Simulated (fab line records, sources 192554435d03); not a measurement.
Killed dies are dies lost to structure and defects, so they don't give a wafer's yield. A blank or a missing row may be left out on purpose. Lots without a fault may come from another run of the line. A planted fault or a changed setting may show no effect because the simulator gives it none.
Chamber matching | flow n5_finfet | N5_BEOL_M0_SAQP_DESCUM_45 on rie_diel-01: 4 sister chambers
The step chemistry O2, time 7 s. 24 wafers are shown with their chamber, then 12 later ones without.

WAFERS WITH THEIR CHAMBER
wafer  | chamber | showerhead_plenum_p_Torr (Torr) | throttle_valve_pct (%) | drypump_motor_current_A (A)
L077.1 | 1       | 2.24                            | 19.93                  | 5.8
L077.2 | 3       | 2.07                            | 20.50                  | 5.4
L077.3 | 0       | 2.10                            | 20.03                  | 6.5
L077.4 | 2       | 2.13                            | 20.21                  | 5.7
L077.5 | 1       | 2.24                            | 19.93                  | 5.8
L077.6 | 0       | 2.10                            | 20.05                  | 6.5
L078.1 | 1       | 2.24                            | 19.93                  | 5.8
L078.2 | 2       | 2.13                            | 20.20                  | 5.7
L078.3 | 3       | 2.07                            | 20.51                  | 5.4
L078.4 | 0       | 2.10                            | 20.05                  | 6.4
L078.5 | 3       | 2.07                            | 20.51                  | 5.4
L078.6 | 2       | 2.13                            | 20.20                  | 5.7
L079.3 | 3       | 2.07                            | 20.51                  | 5.4
L079.4 | 1       | 2.24                            | 19.93                  | 5.8
L079.6 | 1       | 2.24                            | 19.93                  | 5.8
L081.2 | 3       | 2.07                            | 20.51                  | 5.3
L081.4 | 2       | 2.13                            | 20.22                  | 5.7
L081.5 | 1       | 2.23                            | 19.95                  | 5.8
L083.3 | 1       | 2.23                            | 19.94                  | 5.7
L083.5 | 1       | 2.23                            | 19.94                  | 5.8
L083.6 | 0       | 2.10                            | 20.06                  | 6.5
L087.1 | 0       | 2.09                            | 20.10                  | 6.5
L087.2 | 1       | 2.23                            | 19.97                  | 5.8
L087.3 | 2       | 2.12                            | 20.25                  | 5.7

SIGNATURES (means of the wafers above)
reading                  | chamber 0 | chamber 1 | chamber 2 | chamber 3 | scatter within a chamber
showerhead_plenum_p_Torr | 2.0980    | 2.2356    | 2.1280    | 2.0700    | 0.00437
throttle_valve_pct       | 20.0580   | 19.9389   | 20.2160   | 20.5080   | 0.0173
drypump_motor_current_A  | 6.480     | 5.789     | 5.700     | 5.380     | 0.0353
Rule: a wafer's distance from a chamber is the root of the sum, over the readings, of the square of ((its reading less the chamber's mean) divided by the reading's scatter). The wafer belongs to the nearest chamber; if the next one is less than 2 further off, it can't be placed. The scatter: the root of (the sum of the squares of (reading less its chamber's mean) over the shown wafers, divided by (wafers less chambers)).

WAFERS WITHOUT THEIR CHAMBER
wafer  | showerhead_plenum_p_Torr (Torr) | throttle_valve_pct (%) | drypump_motor_current_A (A)
L087.4 | 2.07                            | 20.07                  | 5.3
L087.5 | 2.12                            | 20.25                  | 5.7
L087.6 | 2.23                            | 19.95                  | 5.8
L090.3 | 2.07                            | 20.06                  | 5.4
L090.4 | 2.23                            | 19.98                  | 5.7
L090.6 | 2.09                            | 20.09                  | 6.5
L088.2 | 2.12                            | 20.25                  | 5.7
L088.3 | 2.23                            | 19.98                  | 5.8
L088.5 | 2.12                            | 20.25                  | 5.7
L095.2 | 2.11                            | 20.29                  | 5.7
L095.3 | 2.06                            | 20.07                  | 5.4
L095.4 | 2.22                            | 19.98                  | 5.7

WHICH CHAMBER EACH WENT THROUGH
wafer  | from the rows above | in truth
L087.4 | 2                   | 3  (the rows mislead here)
L087.5 | 2                   | 2
L087.6 | 1                   | 1
L090.3 | 2                   | 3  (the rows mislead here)
L090.4 | 1                   | 1
L090.6 | 0                   | 0
L088.2 | 2                   | 2
L088.3 | 1                   | 1
L088.5 | 2                   | 2
L095.2 | 2                   | 2
L095.3 | 2                   | 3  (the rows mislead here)
L095.4 | 1                   | 1
Placed correctly: 9 of 12. Can't be placed from these rows: 0. Placed wrongly: 3.
